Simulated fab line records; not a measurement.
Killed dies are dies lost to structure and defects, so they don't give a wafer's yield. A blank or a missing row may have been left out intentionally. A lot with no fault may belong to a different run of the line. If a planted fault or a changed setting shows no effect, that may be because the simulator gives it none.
Lot-split experiment ; flow n5Finfet ; 21 wafers read across 7 lots, on a route 1938 steps long

ON THE SPLIT
At N5_BEOL_M1_ETCH_64 (etches SOC in N2/H2, target depth 75 nm, overetch 15 nm, time 112.5 s), the setting biasW was moved away from the recipe's 150 W on 3 of the 21 wafers read, by -13.9% to +13.0%. All remaining wafers had this setting at the recipe value.

The reading is taken at the split's own step.

THE READING
rfVppV, in V, at N5_BEOL_M1_ETCH_64 (etches SOC in N2/H2, target depth 75 nm, overetch 15 nm, time 112.5 s). A value of 524.0 V with a standard deviation of 2.2 V is what fault-free wafers of this fab line usually give.

wafer;tool, chamber at the split;biasW as run, W;against the recipe;rfVppV, V;against lot-mates on the recipe
L075.1;rieDiel-05, 3;150;recipe;523.2;-
L075.4;rieDiel-05, 0;158.9;+5.9%;548.7;+22.8
L075.5;rieDiel-05, 0;150;recipe;528.6;-
L080.3;rieDiel-04, 1;150;recipe;525.5;-
L080.4;rieDiel-04, 2;150;recipe;521.2;-
L080.6;rieDiel-04, 0;129.2;-13.9%;478.3;-45.1
L083.3;rieDiel-05, 1;150;recipe;524.5;-
L083.5;rieDiel-05, 2;150;recipe;522.6;-
L083.6;rieDiel-05, 1;150;recipe;524.3;-
L085.4;rieDiel-05, 1;150;recipe;522.6;-
L085.5;rieDiel-05, 3;150;recipe;522.3;-
L085.6;rieDiel-05, 0;150;recipe;528.6;-
L084.1;rieDiel-01, 1;150;recipe;525.8;-
L084.2;rieDiel-01, 3;150;recipe;521.5;-
L084.5;rieDiel-01, 1;150;recipe;523.6;-
L090.2;rieDiel-04, 3;150;recipe;525.2;-
L090.3;rieDiel-04, 1;169.5;+13.0%;566.9;+42.1
L090.6;rieDiel-04, 3;150;recipe;524.3;-
L092.1;rieDiel-01, 1;150;recipe;523.4;-
L092.2;rieDiel-01, 2;150;recipe;522.6;-
L092.4;rieDiel-01, 3;150;recipe;520.4;-

THE FIT
A straight line over all 21 wafers: rfVppV changes by +3.37 V for each +1% of biasW; r = +0.99; the points scatter about the line by 2.4 V.
The same after taking each lot's own level away (the mean of its wafers on the recipe; 21 wafers): +3.3 V for each +1%; r = +0.99; scatter 2 V.
According to that fit, moving biasW by its largest amount changes the reading by 46 V.
From 522.13 to 525.90 V: that is the span of the lots' own levels, equal to 1.7 times the standard deviation above.
Hence the lot-to-lot level has little effect on the slope; both slopes agree.
Check: for one of the wafers moved furthest among these (-13.9%), held out of the fit, the line's prediction against its lot-mates is -46.2 V. Against them it came out at -45.1 V.
Tool readings at the split's step, against how far the setting was moved: rfVppV r = +0.99.

THE OTHER SPLITS THESE WAFERS WENT THROUGH
Before the reading, these wafers also passed through other splits. Each is held against what the fit with the lots' levels taken away leaves over:
other split on the same wafers;wafers away from the commonest value;r with rfVppV (lot level and that fit taken away)
N5_BEOL_M0_SAQP_SPACER2_ALD_26 targetThkA;4;+0.04
N5_BEOL_M0_SAQP_COAT_69 spinRpm;6;-0.43
N5_BEOL_M1_EXPOSE_08 doseMj;7;+0.17

THE WHOLE CHAIN: every reading that the file lists as answering this split, in the file's order
step;what it does;reading;change (the file's fit);r (the file's)
N5_BEOL_M1_ETCH_64;etches SOC in N2/H2, target depth 75 nm, overetch 15 nm, time 112.5 s;rfVppV;+3.3 V for each +1% of the setting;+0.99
N5_BEOL_M1_ETCH_64;etches SOC in N2/H2, target depth 75 nm, overetch 15 nm, time 112.5 s;SiARC_of_BEOL_M1_COAT_62.thkNm (the simulator's own value, which no gauge read);-0.0907 nm for each +1% of the setting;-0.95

FILE'S OWN FIT
rfVppV changes by +3.3 V for each +1% of biasW, r = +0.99.
